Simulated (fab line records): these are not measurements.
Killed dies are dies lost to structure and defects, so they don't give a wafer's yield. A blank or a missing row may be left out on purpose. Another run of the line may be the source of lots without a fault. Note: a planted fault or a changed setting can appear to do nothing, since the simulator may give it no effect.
Lot-split experiment ; flow n5-finfet ; 7 lots, 21 wafers read, on a route of 1938 steps

## ABOUT THE SPLIT
At N5_BEOL_M4_TRENCH_ETCH_37 (etches SiOC in C4F6/O2, target depth 55.555 nm, time 29.2 s), the setting time-s was moved away from the recipe's 29.2 s on 7 of the 21 wafers read, by -20.2% to +5.9%. The other wafers ran this setting at the recipe's value.

## FROM THE SPLIT TO THE READING: what the file shows between them, 13 steps
- N5_BEOL_M4_ETCH_41: etches SiCN in CH3F/O2, target depth 29.9 nm, time 52.5 s
- N5_BEOL_M4_STRIP_97: strips in N2/H2, time 10 s
- N5_BEOL_M4_OCD_MEAS_38
- N5_BEOL_M4_HM_STRIP_39: strips TiN in peroxide tin strip, target depth 25 nm, time 158 s
- N5_BEOL_M4_SRD_40: time 30 s
- N5_BEOL_M4_ECD_50: material Cu, target thk 300 nm
- N5_BEOL_M4_ANNEAL_51: time 90 s
- N5_BEOL_M4_CMP_52: polishes, stops on SiOC, t overpolish 6.8 s, target thk 40 nm
- N5_BEOL_M4_THK_MEAS_53: measures by xrf
- N5_BEOL_M4_PRE_CLEAN_60: time 15 s
- N5_BEOL_M4_CO_CAP_55: material Co, precursor CCTBA/H2, target thk 2 nm, time 102.1 s
- N5_BEOL_M4_PRE_CLEAN_56: time 15 s
- N5_BEOL_M4_DEP_57: deposits SiCN from 3MS/NH3, target thk 8 nm, time 14 s

## THE READING
Measured at N5_BEOL_M4_RS_MEAS_58 by four-point probe: M4_RS, in ohm/sq. Fault-free wafers of this fab line usually give 0.675 ohm/sq, standard deviation 0.029 ohm/sq.

wafer;tool, chamber at the split;time-s as run, s;against the recipe;M4_RS, ohm/sq;against lot-mates on the recipe
L076.2;rie-diel-06, 2;29.2;recipe;0.660;-
L076.3;rie-diel-06, 1;29.2;recipe;0.659;-
L076.6;rie-diel-06, 1;29.2;recipe;0.685;-
L077.1;rie-diel-05, 1;29.2;recipe;0.625;-
L077.3;rie-diel-05, 3;25.07;-14.1%;0.888;+0.263
L077.5;rie-diel-05, 2;25.07;-14.1%;0.888;+0.263
L089.1;rie-diel-02, 3;29.2;recipe;0.659;-
L089.4;rie-diel-02, 0;25.3;-13.4%;0.994;+0.335
L089.5;rie-diel-02, 0;25.3;-13.4%;0.941;+0.282
L090.2;rie-diel-05, 2;29.2;recipe;0.657;-
L090.3;rie-diel-05, 3;29.2;recipe;0.668;-
L090.6;rie-diel-05, 3;29.2;recipe;0.666;-
L095.1;rie-diel-06, 2;29.2;recipe;0.662;-
L095.2;rie-diel-06, 3;23.3;-20.2%;1.100;+0.430
L095.5;rie-diel-06, 3;29.2;recipe;0.678;-
L094.1;rie-diel-06, 0;30.93;+5.9%;0.595;-0.129
L094.2;rie-diel-06, 1;29.2;recipe;0.724;-
L094.3;rie-diel-06, 2;30.93;+5.9%;0.621;-0.103
L097.4;rie-diel-05, 3;29.2;recipe;0.678;-
L097.5;rie-diel-05, 3;29.2;recipe;0.678;-
L097.6;rie-diel-05, 0;29.2;recipe;0.648;-

FIT RESULTS
A straight line over all 21 wafers: M4_RS changes by -0.0188 ohm/sq for each +1% of time-s; r = -0.97; the points scatter about the line by 0.035 ohm/sq.
The same after taking each lot's own level away (the mean of its wafers on the recipe; 21 wafers): -0.0208 ohm/sq for each +1%; r = -0.99; scatter 0.019 ohm/sq.
Per that fit: largest time-s move, reading shift of 0.42 ohm/sq.
The lots' own levels span 0.6250 to 0.7240 ohm/sq, that is 3.4 times the standard deviation above.
The two slopes agree, so the slope changes little with the lot-to-lot level.
Check: for one of the wafers moved furthest among these (-20.2%), held out of the fit, the line's prediction against its lot-mates is +0.417 ohm/sq. It came out at +0.43 ohm/sq against them.

## THE WHOLE CHAIN: every reading that the file lists as answering this split, in the file's order
step;what it does;reading;change (the file's fit);r (the file's)
N5_BEOL_M4_TRENCH_ETCH_37;etches SiOC in C4F6/O2, target depth 55.555 nm, time 29.2 s;etch.depth-nm (the simulator's own value, which no gauge read);+0.618 nm for each +1% of the setting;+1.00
N5_BEOL_M4_TRENCH_ETCH_37;etches SiOC in C4F6/O2, target depth 55.555 nm, time 29.2 s;BEOL_M4.feature-depth-nm (the simulator's own value, which no gauge read);+0.615 nm for each +1% of the setting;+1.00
N5_BEOL_M4_OCD_MEAS_38;;trench-depth-nm;+0.633 nm for each +1% of the setting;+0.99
N5_BEOL_M4_CMP_52;polishes, stops on SiOC, t overpolish 6.8 s, target thk 40 nm;Cu_of_BEOL_M4_ECD_50.thk-nm (the simulator's own value, which no gauge read);+0.687 nm for each +1% of the setting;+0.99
N5_BEOL_M4_THK_MEAS_53;measures by xrf;M4_THK;+0.681 for each +1% of the setting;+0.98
N5_BEOL_M4_RS_MEAS_58;measures by four-point-probe;M4_RS;-0.021 for each +1% of the setting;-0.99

## FILE'S OWN FIT
M4_RS changes by -0.021 ohm/sq for each +1% of time-s, r = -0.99.
